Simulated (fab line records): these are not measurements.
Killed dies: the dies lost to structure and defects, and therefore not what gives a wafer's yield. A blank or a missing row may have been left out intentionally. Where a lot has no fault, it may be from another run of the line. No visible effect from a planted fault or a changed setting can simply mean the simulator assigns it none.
Chamber matching || flow n5_finfet || N5_BEOL_M1_ETCH_77 on rie_diel-02: 4 sister chambers
The step etches underlayer in N2/H2, target depth 6.5 nm, time 5.2 s. 4 wafers are shown with their chamber, then 7 later ones without.

== EACH WAFER AND ITS CHAMBER ==
{"wafer": "L333.1", "chamber": 3, "showerhead_plenum_p_Torr (Torr)": 2.39}
{"wafer": "L336.5", "chamber": 1, "showerhead_plenum_p_Torr (Torr)": 2.64}
{"wafer": "L339.1", "chamber": 0, "showerhead_plenum_p_Torr (Torr)": 2.42}
{"wafer": "L339.5", "chamber": 2, "showerhead_plenum_p_Torr (Torr)": 2.65}

== WAFERS WITH NO CHAMBER GIVEN ==
{"wafer": "L339.6", "showerhead_plenum_p_Torr (Torr)": 2.63}
{"wafer": "L340.3", "showerhead_plenum_p_Torr (Torr)": 2.65}
{"wafer": "L340.5", "showerhead_plenum_p_Torr (Torr)": 2.63}
{"wafer": "L340.6", "showerhead_plenum_p_Torr (Torr)": 2.65}
{"wafer": "L346.2", "showerhead_plenum_p_Torr (Torr)": 2.64}
{"wafer": "L346.4", "showerhead_plenum_p_Torr (Torr)": 2.42}
{"wafer": "L346.6", "showerhead_plenum_p_Torr (Torr)": 2.64}

== THE CHAMBER EACH PASSED THROUGH ==
{"wafer": "L339.6", "from the rows above": "can't be placed: 1 or 2", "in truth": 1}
{"wafer": "L340.3", "from the rows above": "can't be placed: 2 or 1", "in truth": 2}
{"wafer": "L340.5", "from the rows above": "can't be placed: 1 or 2", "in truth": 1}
{"wafer": "L340.6", "from the rows above": "can't be placed: 2 or 1", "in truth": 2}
{"wafer": "L346.2", "from the rows above": "can't be placed: 1 or 2", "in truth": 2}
{"wafer": "L346.4", "from the rows above": 0, "in truth": 0}
{"wafer": "L346.6", "from the rows above": "can't be placed: 1 or 2", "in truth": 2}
1 of 7 placed correctly. Can't be placed from these rows: 6 (the true chamber is among the candidates in 6). Wrongly placed: 0.
How it was worked out, from the rows above alone: a wafer's distance from a chamber is the root of the sum, over the readings, of the square of ((its reading less the chamber's mean) divided by the reading's scatter). The wafer belongs to the nearest chamber; if the next one is less than 2 further off, it can't be placed. A chamber's mean is the mean of its shown wafers. The scatter: with one shown wafer a chamber, the root of the mean of the squares of how far each hidden wafer lies from its nearest shown one.
